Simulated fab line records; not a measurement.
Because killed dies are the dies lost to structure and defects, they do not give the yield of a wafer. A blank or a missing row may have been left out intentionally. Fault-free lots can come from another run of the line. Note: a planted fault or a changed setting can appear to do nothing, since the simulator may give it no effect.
Matching of chambers :: flow n5-finfet :: 4 sister chambers for N5_BEOL_M0_SAQP_MANDREL_ETCH_103 on rie-si-02
The step etches a-Si in HBr/Cl2, stops on SiCN, target depth 45 nm, bt time 10 s, time 27 s. 14 wafers are shown with their chamber, then 7 later ones without.

EACH WAFER AND ITS CHAMBER
wafer: L693.3
chamber: 3
drypump-motor-current-A (A): 5.3
throttle-valve-pct (%): 35.8
oes-product-au (a.u.): 0.691

wafer: L693.5
chamber: 3
drypump-motor-current-A (A): 5.3
throttle-valve-pct (%): 35.8
oes-product-au (a.u.): 0.700

wafer: L693.6
chamber: 0
drypump-motor-current-A (A): 5.6
throttle-valve-pct (%): 35.1
oes-product-au (a.u.): 0.674

wafer: L702.1
chamber: 2
drypump-motor-current-A (A): 6.4
throttle-valve-pct (%): 35.2
oes-product-au (a.u.): 0.685

wafer: L702.4
chamber: 1
drypump-motor-current-A (A): 5.7
throttle-valve-pct (%): 35.6
oes-product-au (a.u.): 0.689

wafer: L702.6
chamber: 1
drypump-motor-current-A (A): 5.7
throttle-valve-pct (%): 35.6
oes-product-au (a.u.): 0.701

wafer: L706.1
chamber: 3
drypump-motor-current-A (A): 5.3
throttle-valve-pct (%): 35.8
oes-product-au (a.u.): 0.693

wafer: L706.2
chamber: 0
drypump-motor-current-A (A): 5.6
throttle-valve-pct (%): 35.1
oes-product-au (a.u.): 0.668

wafer: L706.6
chamber: 0
drypump-motor-current-A (A): 5.7
throttle-valve-pct (%): 35.0
oes-product-au (a.u.): 0.675

wafer: L709.1
chamber: 0
drypump-motor-current-A (A): 5.6
throttle-valve-pct (%): 35.1
oes-product-au (a.u.): 0.678

wafer: L709.4
chamber: 3
drypump-motor-current-A (A): 5.2
throttle-valve-pct (%): 35.8
oes-product-au (a.u.): 0.701

wafer: L709.5
chamber: 3
drypump-motor-current-A (A): 5.2
throttle-valve-pct (%): 35.7
oes-product-au (a.u.): 0.706

wafer: L711.1
chamber: 1
drypump-motor-current-A (A): 5.7
throttle-valve-pct (%): 35.6
oes-product-au (a.u.): 0.689

wafer: L711.2
chamber: 2
drypump-motor-current-A (A): 6.4
throttle-valve-pct (%): 35.2
oes-product-au (a.u.): 0.662

SIGNATURES, as means of the wafers listed above
reading: drypump-motor-current-A
chamber 0: 5.625
chamber 1: 5.700
chamber 2: 6.400
chamber 3: 5.260
scatter within a chamber: 0.0442

reading: throttle-valve-pct
chamber 0: 35.075
chamber 1: 35.600
chamber 2: 35.200
chamber 3: 35.780
scatter within a chamber: 0.0394

reading: oes-product-au
chamber 0: 0.67375
chamber 1: 0.69300
chamber 2: 0.67350
chamber 3: 0.69820
scatter within a chamber: 0.00751
Rule: for each reading, subtract the chamber's mean from the wafer's reading, divide by that reading's scatter and square the result; add these up over the readings and take the root, which gives the wafer's distance from the chamber. The wafer belongs to the nearest chamber; if the next one is less than 2 further off, it can't be placed. The scatter: the root of (the sum of the squares of (reading less its chamber's mean) over the shown wafers, divided by (wafers less chambers)).

WAFERS WITHOUT THEIR CHAMBER
wafer: L711.4
drypump-motor-current-A (A): 5.2
throttle-valve-pct (%): 35.8
oes-product-au (a.u.): 0.690

wafer: L712.2
drypump-motor-current-A (A): 5.6
throttle-valve-pct (%): 35.6
oes-product-au (a.u.): 0.701

wafer: L712.3
drypump-motor-current-A (A): 5.2
throttle-valve-pct (%): 35.8
oes-product-au (a.u.): 0.695

wafer: L712.5
drypump-motor-current-A (A): 5.7
throttle-valve-pct (%): 35.0
oes-product-au (a.u.): 0.680

wafer: L713.1
drypump-motor-current-A (A): 5.2
throttle-valve-pct (%): 35.8
oes-product-au (a.u.): 0.689

wafer: L713.3
drypump-motor-current-A (A): 5.6
throttle-valve-pct (%): 35.1
oes-product-au (a.u.): 0.672

wafer: L713.5
drypump-motor-current-A (A): 6.3
throttle-valve-pct (%): 35.2
oes-product-au (a.u.): 0.665

WHICH CHAMBER EACH WENT THROUGH
wafer: L711.4
from the rows above: 3
in truth: 3

wafer: L712.2
from the rows above: 1
in truth: 1

wafer: L712.3
from the rows above: 3
in truth: 3

wafer: L712.5
from the rows above: 0
in truth: 0

wafer: L713.1
from the rows above: 3
in truth: 3

wafer: L713.3
from the rows above: 0
in truth: 0

wafer: L713.5
from the rows above: 2
in truth: 2
Placed correctly: 7 of 7. Left unplaced by these rows: 0. Placed wrongly: 0.
